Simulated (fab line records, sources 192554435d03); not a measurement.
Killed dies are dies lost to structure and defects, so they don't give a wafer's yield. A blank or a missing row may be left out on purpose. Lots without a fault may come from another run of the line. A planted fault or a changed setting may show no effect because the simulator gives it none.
Chamber matching | flow n5_finfet | N5_BEOL_M3_DEP_57 on pecvd-02: 3 sister chambers
The step deposits SiCN from 3MS/NH3, target thk 8 nm, time 14 s. 3 wafers are shown with their chamber, then 9 later ones without.

WAFERS WITH THEIR CHAMBER
wafer  | chamber | showerhead_vpp_V (V)
L087.3 | 2       | 951
L087.5 | 0       | 878
L087.6 | 1       | 924

WAFERS WITHOUT THEIR CHAMBER
wafer  | showerhead_vpp_V (V)
L093.2 | 895
L093.3 | 935
L093.4 | 946
L092.1 | 878
L092.2 | 923
L092.4 | 931
L094.3 | 889
L094.4 | 939
L094.6 | 870

WHICH CHAMBER EACH WENT THROUGH
wafer  | from the rows above     | in truth
L093.2 | can't be placed: 0 or 1 | 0
L093.3 | can't be placed: 1 or 2 | 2
L093.4 | can't be placed: 2 or 1 | 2
L092.1 | 0                       | 0
L092.2 | 1                       | 1
L092.4 | can't be placed: 1 or 2 | 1
L094.3 | 0                       | 0
L094.4 | can't be placed: 2 or 1 | 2
L094.6 | 0                       | 0
Placed correctly: 4 of 9. Can't be placed from these rows: 5 (the true chamber is among the candidates in 5). Placed wrongly: 0.
How it was worked out, from the rows above alone: a wafer's distance from a chamber is the root of the sum, over the readings, of the square of ((its reading less the chamber's mean) divided by the reading's scatter). The wafer belongs to the nearest chamber; if the next one is less than 2 further off, it can't be placed. A chamber's mean is the mean of its shown wafers. The scatter: with one shown wafer a chamber, the root of the mean of the squares of how far each hidden wafer lies from its nearest shown one.
